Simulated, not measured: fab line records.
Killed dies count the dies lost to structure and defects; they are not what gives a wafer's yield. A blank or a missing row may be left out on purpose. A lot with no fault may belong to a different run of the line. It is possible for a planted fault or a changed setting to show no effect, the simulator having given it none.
Chamber matching -- flow n5Finfet -- N5_BEOL_M6_ETCH_62 on rieDiel-02: 4 sister chambers
The step etches SOC in N2/H2, target depth 110 nm, overetch 22 nm, time 165 s. 22 wafers are shown with their chamber, then 11 later ones without.

WAFERS WITH THEIR CHAMBER
wafer,chamber,drypumpMotorCurrentA (A),showerheadPlenumPTorr (Torr),rfVppV (V)
L075.1,3,6.7,2.51,522.7
L075.2,1,6.3,2.50,523.1
L075.4,0,5.3,2.59,524.8
L080.1,0,5.3,2.59,526.0
L080.2,3,6.7,2.51,522.1
L080.6,0,5.3,2.59,525.8
L088.2,2,6.2,2.67,527.0
L088.4,1,6.3,2.50,523.3
L088.6,0,5.3,2.58,525.6
L085.4,1,6.3,2.50,523.1
L085.5,2,6.2,2.67,527.5
L085.6,0,5.3,2.58,523.5
L086.1,0,5.3,2.58,527.7
L086.4,1,6.3,2.49,524.0
L086.5,0,5.3,2.58,525.9
L091.4,1,6.3,2.49,522.7
L091.5,2,6.2,2.66,527.3
L091.6,0,5.4,2.58,526.4
L092.1,3,6.7,2.50,522.9
L092.2,2,6.2,2.66,527.2
L092.5,0,5.3,2.58,525.1
L095.2,0,5.3,2.58,525.3

SIGNATURES, as means of the wafers listed above
reading,chamber 0,chamber 1,chamber 2,chamber 3,scatter within a chamber
drypumpMotorCurrentA,5.310,6.300,6.200,6.700,0.0224
showerheadPlenumPTorr,2.5830,2.4960,2.6650,2.5067,0.00525
rfVppV,525.610,523.240,527.250,522.567,0.82
Rule: for a wafer and a chamber, the distance is found by dividing, reading by reading, the gap between the wafer's reading and the chamber's mean by the reading's scatter, squaring, summing and taking the root. The wafer belongs to the nearest chamber; if the next one is less than 2 further off, it can't be placed. The scatter: the root of (the sum of the squares of (reading less its chamber's mean) over the shown wafers, divided by (wafers less chambers)).

WAFERS WITHOUT THEIR CHAMBER
wafer,drypumpMotorCurrentA (A),showerheadPlenumPTorr (Torr),rfVppV (V)
L095.3,6.2,2.66,525.5
L095.6,6.3,2.49,521.7
L093.2,6.3,2.49,521.2
L093.4,5.3,2.58,525.8
L093.5,5.3,2.58,525.5
L096.3,5.4,2.57,525.1
L096.4,6.7,2.49,522.1
L096.6,6.2,2.66,527.2
L097.3,5.3,2.57,525.5
L097.4,6.3,2.49,521.3
L097.5,6.2,2.66,526.7

WHICH CHAMBER EACH ONE RAN IN
wafer,from the rows above,in truth
L095.3,2,2
L095.6,1,1
L093.2,1,1
L093.4,0,0
L093.5,0,0
L096.3,0,0
L096.4,3,3
L096.6,2,2
L097.3,0,0
L097.4,1,1
L097.5,2,2
11 of 11 placed correctly. Not placeable from these rows: 0. Number placed wrongly: 0.
